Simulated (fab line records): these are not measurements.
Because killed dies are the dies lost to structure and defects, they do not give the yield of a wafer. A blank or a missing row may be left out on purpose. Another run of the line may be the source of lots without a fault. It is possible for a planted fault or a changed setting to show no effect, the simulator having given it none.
Which tool did it?	flow nand_harc	24 lots with 72 wafers sampled at 5 steps, on a route of 1302 steps

== WHAT THE GAUGES SHOWED, per wafer ==
NHARC_A_CONTACT_INSPECT_71.
lot	measured	on	raw_defect_count
L075	day 22 10:37	defect_inspect-02	77 63 67
L074	day 22 12:13	defect_inspect-01	55 67 54
L076	day 23 06:06	defect_inspect-01	24 17 22
L078	day 23 20:34	defect_inspect-01	23 32 32
L077	day 23 23:43	defect_inspect-01	172 135 134
L079	day 24 10:04	defect_inspect-01	29 33 25
L081	day 24 13:34	defect_inspect-01	73 67 52
L080	day 24 14:55	defect_inspect-01	106 103 119
L082	day 24 23:40	defect_inspect-02	112 128 130
L083	day 25 15:50	defect_inspect-01	31 31 38
L084	day 26 04:34	defect_inspect-02	75 76 63
L085	day 26 19:07	defect_inspect-01	38 39 47
L086	day 26 23:25	defect_inspect-01	94 92 87
L087	day 27 16:49	defect_inspect-01	75 64 53
L088	day 27 14:48	defect_inspect-02	134 157 159
L089	day 27 22:22	defect_inspect-01	88 84 99
L091	day 28 07:24	defect_inspect-01	103 138 117
L090	day 28 09:05	defect_inspect-02	55 57 69
L093	day 29 18:49	defect_inspect-01	63 63 82
L092	day 30 02:55	defect_inspect-01	120 123 109
L094	day 30 08:19	defect_inspect-01	96 94 87
L096	day 30 16:38	defect_inspect-02	76 77 76
L097	day 30 23:22	defect_inspect-02	110 103 90
L095	day 30 23:40	defect_inspect-02	26 20 19

== TOOL THAT RAN EACH LOT (tool first, then ch and the chambers of the sampled wafers, then the start) ==
lot	NHARC_A_CONTACT_DEP_29	NHARC_A_CONTACT_ETCH_51	NHARC_A_CONTACT_ETCH_118	NHARC_A_CONTACT_ETCH_121
L075	pecvd-03 ch 0,1, day 21 23:07	rie_diel-02 ch 0,2,3, day 22 03:28 or earlier	har_cap_etch-03 ch 0,1, day 22 03:28	har_cap_etch-03 ch 0,1, day 22 03:58
L074	pecvd-03 ch 0,1,2, day 22 00:00	rie_diel-01 ch 0,1,3, day 22 03:52 or earlier	har_cap_etch-02 ch 0,1, day 22 03:52	har_cap_etch-02 ch 0,1, day 22 04:23
L076	pecvd-03 ch 0,1, day 22 18:56	rie_diel-02 ch 0,1,2, day 22 22:59 or earlier	har_cap_etch-02 ch 0,1, day 22 22:59	har_cap_etch-02 ch 0,1, day 22 23:29
L078	pecvd-03 ch 0,1, day 23 08:42	rie_diel-02 ch 0,1,2, day 23 12:54 or earlier	har_cap_etch-02 ch 0,1, day 23 12:54	har_cap_etch-02 ch 0,1, day 23 13:25
L077	pecvd-04 ch 1,2, day 23 09:12	rie_diel-06 ch 0,1, day 23 13:16 or earlier	har_cap_etch-03 ch 0,1, day 23 13:16	har_cap_etch-03 ch 0,1, day 23 13:47
L079	pecvd-04 ch 1,2, day 23 20:08	rie_diel-02 ch 2,3, day 24 01:20 or earlier	har_cap_etch-03 ch 0,1, day 24 01:20	har_cap_etch-03 ch 0,1, day 24 01:50
L081	pecvd-04 ch 1,2, day 23 20:18	rie_diel-02 ch 0,1,2, day 24 02:11 or earlier	har_cap_etch-01 ch 0,1, day 24 02:11	har_cap_etch-01 ch 0,1, day 24 02:42
L080	pecvd-01 ch 1,2, day 24 01:14	rie_diel-01 ch 0,1, day 24 05:05 or earlier	har_cap_etch-03 ch 0,1, day 24 05:05	har_cap_etch-03 ch 0,1, day 24 05:36
L082	pecvd-01 ch 0,1, day 24 09:29	rie_diel-06 ch 0,1,3, day 24 13:43 or earlier	har_cap_etch-03 ch 0,1, day 24 13:43	har_cap_etch-03 ch 0,1, day 24 14:14
L083	pecvd-01 ch 0,1, day 25 04:44	rie_diel-02 ch 0,2, day 25 08:40 or earlier	har_cap_etch-01 ch 0,1, day 25 08:40	har_cap_etch-01 ch 0,1, day 25 09:10
L084	pecvd-03 ch 0,2, day 25 17:07	rie_diel-02 ch 0,1,3, day 25 21:01 or earlier	har_cap_etch-01 ch 0,1, day 25 21:01	har_cap_etch-01 ch 0,1, day 25 21:32
L085	pecvd-01 ch 0,1,2, day 26 08:10	rie_diel-01 ch 0,1,2, day 26 12:08 or earlier	har_cap_etch-01 ch 0,1, day 26 12:08	har_cap_etch-01 ch 0,1, day 26 12:39
L086	pecvd-03 ch 0,1,2, day 26 12:00	rie_diel-02 ch 0,1, day 26 16:21 or earlier	har_cap_etch-03 ch 0,1, day 26 16:21	har_cap_etch-03 ch 0,1, day 26 16:52
L087	pecvd-01 ch 0,1,2, day 27 03:41	rie_diel-02 ch 1,2,3, day 27 07:52 or earlier	har_cap_etch-01 ch 0,1, day 27 07:52	har_cap_etch-01 ch 0,1, day 27 08:23
L088	pecvd-03 ch 1,2, day 27 03:42	rie_diel-01 ch 0,1,3, day 27 07:48 or earlier	har_cap_etch-03 ch 0,1, day 27 07:48	har_cap_etch-03 ch 0,1, day 27 08:19
L089	pecvd-01 ch 0,2, day 27 04:17	rie_diel-01 ch 0,1,2, day 27 10:14 or earlier	har_cap_etch-02 ch 0,1, day 27 10:14	har_cap_etch-02 ch 0,1, day 27 10:44
L091	pecvd-01 ch 0,1,2, day 27 18:24	rie_diel-02 ch 0,3, day 27 22:31 or earlier	har_cap_etch-02 ch 0,1, day 27 22:31	har_cap_etch-02 ch 0,1, day 27 23:02
L090	pecvd-03 ch 1,2, day 27 20:05	rie_diel-02 ch 0,1,3, day 27 23:55 or earlier	har_cap_etch-01 ch 0,1, day 27 23:55	har_cap_etch-01 ch 0,1, day 28 00:26
L093	pecvd-04 ch 0,1,2, day 29 07:46	rie_diel-02 ch 1,2, day 29 11:46 or earlier	har_cap_etch-01 ch 0,1, day 29 11:46	har_cap_etch-01 ch 0,1, day 29 12:17
L092	pecvd-03 ch 0,1,2, day 29 15:50	rie_diel-06 ch 0,2,3, day 29 19:47 or earlier	har_cap_etch-03 ch 0,1, day 29 19:47	har_cap_etch-03 ch 0,1, day 29 20:18
L094	pecvd-04 ch 0,1,2, day 29 20:25	rie_diel-02 ch 1,2, day 30 00:22 or earlier	har_cap_etch-01 ch 0,1, day 30 00:22	har_cap_etch-01 ch 0,1, day 30 00:53
L096	pecvd-04 ch 0,2, day 30 05:01	rie_diel-02 ch 0,2,3, day 30 09:30 or earlier	har_cap_etch-01 ch 0,1, day 30 09:30	har_cap_etch-01 ch 0,1, day 30 10:00
L097	pecvd-03 ch 1,2, day 30 12:14	rie_diel-01 ch 1,2,3, day 30 16:13 or earlier	har_cap_etch-01 ch 0,1, day 30 16:13	har_cap_etch-01 ch 0,1, day 30 16:44
L095	pecvd-01 ch 0,1,2, day 30 12:17	rie_diel-02 ch 0,2, day 30 16:23 or earlier	har_cap_etch-03 ch 0,1, day 30 16:23	har_cap_etch-03 ch 0,1, day 30 16:54
- NHARC_A_CONTACT_DEP_29: deposits SiON, target thk 100 nm.
- NHARC_A_CONTACT_ETCH_51: etches the open film in O2/COS, target depth 7000 nm, time 1820 s.
- NHARC_A_CONTACT_ETCH_118: etches the open film in C4F8/O2/Ar, time 190 s, target depth 1850 nm.
- NHARC_A_CONTACT_ETCH_121: etches the open film in C4F8/O2/Ar, time 190 s, target depth 1850 nm.

== WHAT THE TOOLS THEMSELVES READ (means of the sampled wafers that have a number; where no wafer has one, the mark that the record gives instead) ==
NHARC_A_CONTACT_DEP_29.
lot	tool	heater_power_w (W)
L075	pecvd-03	637
L074	pecvd-03	761
L076	pecvd-03	693
L078	pecvd-03	655
L077	pecvd-04	881
L079	pecvd-04	688
L081	pecvd-04	907
L080	pecvd-01	681
L082	pecvd-01	729
L083	pecvd-01	818
L084	pecvd-03	883
L085	pecvd-01	689
L086	pecvd-03	721
L087	pecvd-01	692
L088	pecvd-03	714
L089	pecvd-01	740
L091	pecvd-01	687
L090	pecvd-03	793
L093	pecvd-04	788
L092	pecvd-03	790
L094	pecvd-04	780
L096	pecvd-04	742
L097	pecvd-03	864
L095	pecvd-01	712

NHARC_A_CONTACT_ETCH_51.
lot	tool	drypump_motor_current_A (A)	oes_product_au (a.u.)	rf_vpp_V (V)	showerhead_plenum_p_Torr (Torr)	throttle_valve_pct (%)
L075	rie_diel-02	5.9	0.991	313.8	3.05	28.330
L074	rie_diel-01	5.6	0.990	312.8	3.07	28.335
L076	rie_diel-02	5.8	1.001	312.9	3.05	28.325
L078	rie_diel-02	5.8	1.004	313.6	3.05	28.330
L077	rie_diel-06	6.1	0.988	316.0	3.23	28.331
L079	rie_diel-02	5.8	0.994	311.6	2.93	28.337
L081	rie_diel-02	5.8	0.997	313.0	3.04	28.335
L080	rie_diel-01	5.5	0.989	313.7	3.10	28.331
L082	rie_diel-06	6.2	1.004	315.7	3.22	28.332
L083	rie_diel-02	5.9	0.997	313.8	3.03	28.333
L084	rie_diel-02	5.9	0.997	313.1	3.05	28.324
L085	rie_diel-01	5.7	1.000	313.1	3.06	28.329
L086	rie_diel-02	5.9	0.994	315.6	3.17	28.334
L087	rie_diel-02	5.8	1.002	311.7	2.92	28.327
L088	rie_diel-01	5.5	0.988	313.0	3.05	28.335
L089	rie_diel-01	5.7	0.998	312.4	3.06	28.327
L091	rie_diel-02	5.9	0.984	312.9	3.05	28.332
L090	rie_diel-02	5.9	0.997	313.0	3.05	28.332
L093	rie_diel-02	5.7	1.008	310.4	2.91	28.326
L092	rie_diel-06	5.7	0.993	315.7	3.21	28.333
L094	rie_diel-02	5.8	1.004	311.6	2.91	28.328
L096	rie_diel-02	5.9	0.993	312.4	3.03	28.331
L097	rie_diel-01	5.8	0.993	312.1	3.01	28.321
L095	rie_diel-02	5.9	0.998	312.5	3.02	28.324

== THE ANSWER, worked out from the rows above alone ==
Rule: the usual values come from the lots themselves. Put in order of their means at a reading, lots are off if they are a third of the lots or fewer, leave a main group of 4 or more, and stand apart from it by a gap of 3 or more times the standard deviation of the main group's means; of several such gaps the widest counts. Not used: any main group whose means are identical at the precision the tables above print for the reading. Also off: a lot with no number at a reading for which 4 or more lots have one. The other lots that the step has rows for count as sound. Order of review: gauges by route order, followed by the tools' own readings, for which a lot's mean as printed above is used. At the first step where some lot is off, the reading lying furthest off is the one used; lots without a number count as furthest.
No lot is off on any of the readings shown, so nothing can be concluded from this.

== WHAT THE SIMULATOR HAD INSERTED ==
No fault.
